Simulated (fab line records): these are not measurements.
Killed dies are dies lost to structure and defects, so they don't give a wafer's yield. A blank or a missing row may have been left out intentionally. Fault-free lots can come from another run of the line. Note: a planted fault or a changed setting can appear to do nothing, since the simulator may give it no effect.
Comparing a struck lot with a sound one | flow nand-harc | 15 out of 1302 route steps
Sound: wafers L382.1, L382.3, L382.4. Struck: wafers L396.2, L396.4, L396.6. Last of all comes the cause.
Each step with rows lists, per side, the tool, then ch with its chambers, then its first start. Under that, the readings that differ: sound wafers | struck wafers | difference of the means | sigmas: that difference in standard deviations of wafers without a fault.
alike: readings whose means differ by less than 2 such deviations, and words and numbers that are the same on both sides. not compared: withheld readings, readings that some wafer has no value for, bounds like >300 that may hide the same value, and numbers for which the record gives no deviation and whose values overlap.
A row with sigmas, a row that says differs or no value, or rows on one side alone: a step with any of these is where the two part. Numbers that don't overlap but have no deviation are shown without sigmas and don't part them. A reading missing from all wafers of one side parts the sides only when that side holds two or more wafers.

NHARC_A_CHANNEL_HOLE_D1_ETCH_44: etches the open film in CF4/O2, target depth 140 nm, overetch 14 nm, time 77 s.
  sound on rie-diel-05 ch 0,1, day 8 22:23; struck on rie-diel-06 ch 0,2,3, day 14 23:01
  alike: drypump-motor-current-A, oes_f_703_au, oes-product-au, rf-vpp-V, showerhead-plenum-p-Torr, throttle-valve-pct
  not compared: rf-hours-counter-h
then, 3 steps without rows for these wafers: NHARC_A_CHANNEL_HOLE_D1_STRIP_27 (strips in O2); NHARC_A_CHANNEL_HOLE_D1_PRECLEAN_28 (cleans in SC1); NHARC_A_CHANNEL_HOLE_D1_SRD_29.
NHARC_A_CHANNEL_HOLE_D1_CD_MEAS_30:
  sound on cd-sem-02, day 8 23:19; struck on cd-sem-01, day 14 23:49
  alike: cd-nm
NHARC_A_CHANNEL_HOLE_D1_XSEM_31:
  sound on xsem-02 ch 0, day 8 23:24; struck on xsem-01 ch 0, day 14 23:54
  alike: bot-cd-nm, bow-nm, tilt-deg
NHARC_A_CHANNEL_HOLE_D1_INSPECT_40:
  sound on defect-inspect-01, day 8 23:30; struck on defect-inspect-01, day 14 23:59
  reading          | sound       | struck   | difference | sigmas
  raw-defect-count | 112 128 125 | 56 74 58 | -59        | -3
then, 3 steps without rows for these wafers: NHARC_A_CHANNEL_FILL_D1_PRECLEAN_00 (cleans in SC1); NHARC_A_CHANNEL_FILL_D1_SRD_01; NHARC_A_CHANNEL_FILL_D1_ALD_02 (deposits SiO2, target thk 6 nm, pulse time 10 s, ald cycles 60).
NHARC_A_CHANNEL_FILL_D1_ALD_03: deposits SiNx, target thk 6 nm, pulse time 60 s, ald cycles 58.
  sound on ald-sin-batch-03 ch 0; struck on ald-sin-batch-02 ch 0
  reading              | sound | struck            | difference                   | sigmas
  susceptor-temp-C (C) | - - - | 630.1 630.6 630.7 | no value on the sound wafers |
  alike: precursor-pulse-height-rel
NHARC_A_CHANNEL_FILL_D1_ALD_14: deposits SiO2, target thk 2.5 nm, pulse time 10 s, ald cycles 25.
  sound on ald-hk-02 ch 0,1,3, day 9 06:20; struck on ald-hk-02 ch 2,3, day 15 08:40
  alike: heater-power-w, precursor-pulse-height-rel, susceptor-temp-C
NHARC_A_CHANNEL_FILL_D1_ALD_15: deposits SiNx, target thk 2 nm, pulse time 60 s, ald cycles 19.
  sound on ald-sin-batch-02 ch 0, day 9 09:27; struck on ald-sin-batch-01 ch 0, day 15 11:47
  reading              | sound | struck               | difference                   | sigmas
  susceptor-temp-C (C) | - - - | 659.03 659.24 658.92 | no value on the sound wafers |
  alike: precursor-pulse-height-rel
NHARC_A_CHANNEL_FILL_D1_ALD_16: deposits SiO2, target thk 1.5 nm, pulse time 10 s, ald cycles 15.
  sound on ald-hk-01 ch 0,2,3, day 9 11:31; struck on ald-hk-01 ch 0,3, day 15 13:50
  alike: heater-power-w, precursor-pulse-height-rel, susceptor-temp-C
-- break in the record here, with 15 days between the starts of the struck wafers on either side (left off in module A_CHANNEL_FILL_D1, picked up again in module END, where the first step shown is number 1302 on the route) --
NHARC_END_SORT_01:
  sound on prober-02 ch 0, day 27 05:40; struck on prober-02 ch 0, day 30 21:44
  alike: killed-at-array, killed-at-other, killed-at-periphery, killed-dies, killed-open, killed-short

WHERE THEY PART
Earliest at NHARC_A_CHANNEL_HOLE_D1_INSPECT_40; latest, in this record, at NHARC_A_CHANNEL_FILL_D1_ALD_15. Later steps at which nothing parts them and some readings are alike: NHARC_A_CHANNEL_FILL_D1_ALD_16, NHARC_END_SORT_01.

WHY: whatever the simulator had introduced
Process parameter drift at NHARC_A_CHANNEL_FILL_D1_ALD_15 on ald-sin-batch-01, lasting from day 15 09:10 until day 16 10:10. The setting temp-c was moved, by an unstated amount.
